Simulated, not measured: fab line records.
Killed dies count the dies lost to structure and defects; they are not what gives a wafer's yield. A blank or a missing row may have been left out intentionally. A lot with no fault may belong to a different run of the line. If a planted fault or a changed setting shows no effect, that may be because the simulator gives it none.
2 desks looking at one fault	flow nand_harc	each desk has only its own numbers; what lay behind them comes last

## FOR THE TOOL OWNER'S DESK: litho_track-04
At NHARC_A_CHANNEL_HOLE_D2_SOFTBAKE_05 (time 55 s), the tool's own readings, given per lot that ran on this tool as the mean of the sampled wafers with a number. A lot is out of limits, marked OUT, if its mean lies more than 4 standard deviations from the usual mean; the brackets give that distance.
Columns: A = heater_power_total_W at NHARC_A_CHANNEL_HOLE_D2_SOFTBAKE_05, usual 188.46 W; B = plate_temp_C at NHARC_A_CHANNEL_HOLE_D2_SOFTBAKE_05, usual 105.01 C
lot	first seen here	A	B
L404	day 13 13:00	188.41	104.88
L407	day 15 07:00	188.41	105.13
L414	day 18 03:00	188.43	104.79
L418	day 19 15:00	233.29 (+99 or more) OUT	105.00
L420	day 20 14:00	233.35 (+99 or more) OUT	104.99
L425	day 23 00:00	188.46	105.13
Finding of this desk: L418, L420 out of limits; the first was L418 at day 19 15:00, on heater_power_total_W at NHARC_A_CHANNEL_HOLE_D2_SOFTBAKE_05. L404, L407, L414, L425: within limits.

## THE DEFECT DESK
Counts from the inspections along the route, per lot, as means over the sampled wafers that have a number. A lot is out of limits, marked OUT, if its mean lies more than 4 standard deviations from the usual mean; the brackets give that distance.
Columns: A = raw_defect_count at NHARC_A_DECK1_JOINT_INSPECT_05, usual 352
lot	first seen here	A
L403	day 12 22:08	199
L404	day 12 22:17	353
L405	day 13 17:31	437
L406	day 13 22:10	294
L407	day 14 14:57	243
L414	day 17 03:28	565
L415	day 18 04:09	309
L418	day 18 21:53	406
L420	day 19 22:46	309
L424	day 21 10:50	325
L423	day 21 20:34	300
L425	day 22 09:20	245
Finding of this desk: none of the 12 lots has anything out of limits.

## PUT TOGETHER
The tool owner's desk had the chance to raise an alarm at day 19 15:00 on L418, L420.
The defect desk saw nothing out of limits.
The defect desk has L418, L420 on record, within its limits.
NHARC_A_CHANNEL_HOLE_D2_SOFTBAKE_05 was run on litho_track-04 by each of the lots named.

## WHAT WAS PUT IN BY THE SIMULATOR
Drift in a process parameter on litho_track-04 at NHARC_A_CHANNEL_HOLE_D2_SOFTBAKE_05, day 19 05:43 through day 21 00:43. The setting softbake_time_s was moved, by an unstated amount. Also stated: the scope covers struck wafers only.
Shown lots that were struck: L418, L420.
Delay in hours, fault start to first out-of-limits reading, by desk: the tool owner's desk at 9.
